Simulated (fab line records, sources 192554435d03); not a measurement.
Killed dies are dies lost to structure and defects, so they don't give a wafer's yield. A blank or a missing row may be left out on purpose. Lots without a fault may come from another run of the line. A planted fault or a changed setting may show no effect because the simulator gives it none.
Chamber matching | flow n5_finfet | N5_BEOL_M11_ALD_74 on ald_metal-04: 4 sister chambers
The step deposits TaN, target thk 2 nm, pulse time 2 s, purge time 3 s. 14 wafers are shown with their chamber, then 7 later ones without.

WAFERS WITH THEIR CHAMBER
wafer  | chamber | heater_power_w (W) | heater_power_outer_w (W) | precursor_vessel_temp_c (C)
L426.1 | 1       | 425                | 217                      | 75.07
L426.3 | 3       | 400                | 223                      | 75.08
L426.5 | 3       | 398                | 220                      | 74.92
L429.1 | 0       | 382                | 207                      | 75.02
L429.3 | 3       | 408                | 226                      | 75.03
L429.5 | 3       | 407                | 218                      | 75.15
L432.3 | 1       | 427                | 216                      | 74.82
L432.4 | 3       | 407                | 219                      | 75.09
L432.5 | 2       | 381                | 210                      | 74.90
L431.1 | 3       | 408                | 227                      | 74.93
L431.5 | 2       | 370                | 213                      | 74.84
L431.6 | 1       | 413                | 211                      | 74.84
L434.1 | 1       | 422                | 217                      | 75.08
L434.2 | 0       | 369                | 208                      | 74.95

SIGNATURES (means of the wafers above)
reading                 | chamber 0 | chamber 1 | chamber 2 | chamber 3 | scatter within a chamber
heater_power_w          | 375.50    | 421.75    | 375.50    | 404.67    | 5.99
heater_power_outer_w    | 207.50    | 215.25    | 211.50    | 222.17    | 3.17
precursor_vessel_temp_c | 74.9850   | 74.9525   | 74.8700   | 75.0333   | 0.103
Rule: a wafer's distance from a chamber is the root of the sum, over the readings, of the square of ((its reading less the chamber's mean) divided by the reading's scatter). The wafer belongs to the nearest chamber; if the next one is less than 2 further off, it can't be placed. The scatter: the root of (the sum of the squares of (reading less its chamber's mean) over the shown wafers, divided by (wafers less chambers)).

WAFERS WITHOUT THEIR CHAMBER
wafer  | heater_power_w (W) | heater_power_outer_w (W) | precursor_vessel_temp_c (C)
L434.5 | 379                | 213                      | 74.87
L433.1 | 418                | 215                      | 74.95
L433.4 | 365                | 214                      | 75.07
L433.5 | 379                | 208                      | 75.02
L437.1 | 380                | 214                      | 74.78
L437.2 | 396                | 222                      | 74.84
L437.4 | 374                | 204                      | 74.91

WHICH CHAMBER EACH WENT THROUGH
wafer  | from the rows above     | in truth
L434.5 | can't be placed: 2 or 0 | 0
L433.1 | 1                       | 1
L433.4 | can't be placed: 2 or 0 | 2
L433.5 | can't be placed: 0 or 2 | 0
L437.1 | can't be placed: 2 or 0 | 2
L437.2 | 3                       | 3
L437.4 | can't be placed: 0 or 2 | 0
Placed correctly: 2 of 7. Can't be placed from these rows: 5 (the true chamber is among the candidates in 5). Placed wrongly: 0.
